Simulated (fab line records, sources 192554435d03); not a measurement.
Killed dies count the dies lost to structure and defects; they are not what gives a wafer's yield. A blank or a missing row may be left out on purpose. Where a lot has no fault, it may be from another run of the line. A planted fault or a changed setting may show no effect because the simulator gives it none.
Matching of chambers :: flow n5Finfet :: N5_BEOL_M13_ILD_DEP_00 on pecvd-03 has 3 sister chambers
The step deposits SiOC from DEMS/O2, target thk 837.92 nm, time 166.4 s. 22 wafers are shown with their chamber, then 11 later ones without.

WAFERS PAIRED WITH THEIR CHAMBERS
wafer: L074.3
chamber: 1
throttleValvePct (%): 11.9
showerheadPlenumPTorr (Torr): 5.703
heaterPowerW (W): 475

wafer: L074.4
chamber: 2
throttleValvePct (%): 11.1
showerheadPlenumPTorr (Torr): 5.683
heaterPowerW (W): 517

wafer: L074.5
chamber: 1
throttleValvePct (%): 11.9
showerheadPlenumPTorr (Torr): 5.709
heaterPowerW (W): 371

wafer: L077.1
chamber: 2
throttleValvePct (%): 11.2
showerheadPlenumPTorr (Torr): 5.691
heaterPowerW (W): 630

wafer: L077.2
chamber: 0
throttleValvePct (%): 12.1
showerheadPlenumPTorr (Torr): 5.713
heaterPowerW (W): 405

wafer: L077.5
chamber: 0
throttleValvePct (%): 12.1
showerheadPlenumPTorr (Torr): 5.701
heaterPowerW (W): 440

wafer: L081.1
chamber: 0
throttleValvePct (%): 11.9
showerheadPlenumPTorr (Torr): 5.718
heaterPowerW (W): 449

wafer: L081.3
chamber: 1
throttleValvePct (%): 11.7
showerheadPlenumPTorr (Torr): 5.706
heaterPowerW (W): 470

wafer: L081.4
chamber: 1
throttleValvePct (%): 11.6
showerheadPlenumPTorr (Torr): 5.710
heaterPowerW (W): 376

wafer: L083.1
chamber: 1
throttleValvePct (%): 11.9
showerheadPlenumPTorr (Torr): 5.711
heaterPowerW (W): 447

wafer: L083.5
chamber: 1
throttleValvePct (%): 11.7
showerheadPlenumPTorr (Torr): 5.716
heaterPowerW (W): 472

wafer: L083.6
chamber: 0
throttleValvePct (%): 11.7
showerheadPlenumPTorr (Torr): 5.713
heaterPowerW (W): 362

wafer: L092.2
chamber: 1
throttleValvePct (%): 11.9
showerheadPlenumPTorr (Torr): 5.719
heaterPowerW (W): 383

wafer: L092.3
chamber: 0
throttleValvePct (%): 12.2
showerheadPlenumPTorr (Torr): 5.714
heaterPowerW (W): 462

wafer: L092.4
chamber: 0
throttleValvePct (%): 11.8
showerheadPlenumPTorr (Torr): 5.702
heaterPowerW (W): 368

wafer: L088.3
chamber: 0
throttleValvePct (%): 12.0
showerheadPlenumPTorr (Torr): 5.716
heaterPowerW (W): 430

wafer: L088.5
chamber: 0
throttleValvePct (%): 12.0
showerheadPlenumPTorr (Torr): 5.712
heaterPowerW (W): 463

wafer: L088.6
chamber: 2
throttleValvePct (%): 11.2
showerheadPlenumPTorr (Torr): 5.689
heaterPowerW (W): 523

wafer: L087.3
chamber: 1
throttleValvePct (%): 11.5
showerheadPlenumPTorr (Torr): 5.712
heaterPowerW (W): 431

wafer: L087.4
chamber: 0
throttleValvePct (%): 11.9
showerheadPlenumPTorr (Torr): 5.709
heaterPowerW (W): 422

wafer: L087.6
chamber: 2
throttleValvePct (%): 11.1
showerheadPlenumPTorr (Torr): 5.687
heaterPowerW (W): 602

wafer: L089.2
chamber: 2
throttleValvePct (%): 11.2
showerheadPlenumPTorr (Torr): 5.692
heaterPowerW (W): 615

SIGNATURES (means of the wafers above)
reading: throttleValvePct
chamber 0: 11.967
chamber 1: 11.762
chamber 2: 11.160
scatter within a chamber: 0.143

reading: showerheadPlenumPTorr
chamber 0: 5.71089
chamber 1: 5.71075
chamber 2: 5.68840
scatter within a chamber: 0.00519

reading: heaterPowerW
chamber 0: 422.33
chamber 1: 428.12
chamber 2: 577.40
scatter within a chamber: 44
Rule: for each reading, subtract the chamber's mean from the wafer's reading, divide by that reading's scatter and square the result; add these up over the readings and take the root, which gives the wafer's distance from the chamber. The wafer belongs to the nearest chamber; if the next one is less than 2 further off, it can't be placed. How the scatter is found: for the shown wafers, subtract from each reading the mean of its chamber, square and add these, divide the total by (wafers less chambers), then take the root.

WAFERS WHOSE CHAMBER IS MISSING
wafer: L089.4
throttleValvePct (%): 12.0
showerheadPlenumPTorr (Torr): 5.701
heaterPowerW (W): 463

wafer: L089.5
throttleValvePct (%): 11.2
showerheadPlenumPTorr (Torr): 5.690
heaterPowerW (W): 642

wafer: L091.1
throttleValvePct (%): 12.0
showerheadPlenumPTorr (Torr): 5.716
heaterPowerW (W): 446

wafer: L091.3
throttleValvePct (%): 11.5
showerheadPlenumPTorr (Torr): 5.679
heaterPowerW (W): 597

wafer: L091.4
throttleValvePct (%): 12.2
showerheadPlenumPTorr (Torr): 5.704
heaterPowerW (W): 452

wafer: L093.3
throttleValvePct (%): 11.8
showerheadPlenumPTorr (Torr): 5.718
heaterPowerW (W): 398

wafer: L093.5
throttleValvePct (%): 11.5
showerheadPlenumPTorr (Torr): 5.714
heaterPowerW (W): 424

wafer: L093.6
throttleValvePct (%): 11.3
showerheadPlenumPTorr (Torr): 5.679
heaterPowerW (W): 607

wafer: L095.1
throttleValvePct (%): 11.7
showerheadPlenumPTorr (Torr): 5.719
heaterPowerW (W): 427

wafer: L095.4
throttleValvePct (%): 11.8
showerheadPlenumPTorr (Torr): 5.715
heaterPowerW (W): 455

wafer: L095.6
throttleValvePct (%): 12.1
showerheadPlenumPTorr (Torr): 5.709
heaterPowerW (W): 411

THE CHAMBER EACH PASSED THROUGH
wafer: L089.4
from the rows above: can't be placed: 0 or 1
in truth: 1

wafer: L089.5
from the rows above: 2
in truth: 2

wafer: L091.1
from the rows above: can't be placed: 0 or 1
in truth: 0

wafer: L091.3
from the rows above: 2
in truth: 2

wafer: L091.4
from the rows above: can't be placed: 0 or 1
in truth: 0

wafer: L093.3
from the rows above: can't be placed: 1 or 0
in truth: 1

wafer: L093.5
from the rows above: can't be placed: 1 or 0
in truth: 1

wafer: L093.6
from the rows above: 2
in truth: 2

wafer: L095.1
from the rows above: can't be placed: 1 or 0
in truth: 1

wafer: L095.4
from the rows above: can't be placed: 1 or 0
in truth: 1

wafer: L095.6
from the rows above: can't be placed: 0 or 1
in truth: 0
Placed correctly: 3 of 11. From these rows, 8 cannot be placed; in 8 the true chamber is one of the candidates. Wrongly placed: 0.
